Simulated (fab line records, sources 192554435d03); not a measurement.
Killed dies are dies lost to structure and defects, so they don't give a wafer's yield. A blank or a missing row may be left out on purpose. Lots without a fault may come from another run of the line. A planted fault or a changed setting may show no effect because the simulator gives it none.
Chamber matching | flow n5_finfet | N5_BEOL_M2_DEP_57 on pecvd-02: 3 sister chambers
The step deposits SiCN from 3MS/NH3, target thk 8 nm, time 14 s. 6 wafers are shown with their chamber, then 7 later ones without.

WAFERS WITH THEIR CHAMBER
wafer  | chamber | throttle_valve_pct (%) | showerhead_plenum_p_Torr (Torr)
L081.2 | 0       | 9.0                    | 3.654
L085.3 | 1       | 9.3                    | 3.674
L085.5 | 2       | 8.6                    | 3.660
L085.6 | 1       | 9.6                    | 3.671
L087.1 | 0       | 9.0                    | 3.669
L087.2 | 2       | 8.4                    | 3.662

WAFERS WITHOUT THEIR CHAMBER
wafer  | throttle_valve_pct (%) | showerhead_plenum_p_Torr (Torr)
L087.5 | 9.0                    | 3.668
L090.1 | 8.8                    | 3.654
L090.4 | 8.5                    | 3.670
L090.5 | 9.2                    | 3.662
L094.2 | 8.6                    | 3.668
L094.3 | 8.9                    | 3.661
L094.4 | 8.8                    | 3.670

WHICH CHAMBER EACH WENT THROUGH
wafer  | from the rows above     | in truth
L087.5 | 0                       | 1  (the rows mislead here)
L090.1 | can't be placed: 0 or 2 | 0
L090.4 | 2                       | 2
L090.5 | can't be placed: 0 or 1 | 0
L094.2 | can't be placed: 2 or 0 | 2
L094.3 | 0                       | 0
L094.4 | can't be placed: 0 or 2 | 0
Placed correctly: 2 of 7. Can't be placed from these rows: 4 (the true chamber is among the candidates in 4). Placed wrongly: 1.
How it was worked out, from the rows above alone: a wafer's distance from a chamber is the root of the sum, over the readings, of the square of ((its reading less the chamber's mean) divided by the reading's scatter). The wafer belongs to the nearest chamber; if the next one is less than 2 further off, it can't be placed. A chamber's mean is the mean of its shown wafers. The scatter: the root of (the sum of the squares of (reading less its chamber's mean) over the shown wafers, divided by (wafers less chambers)).
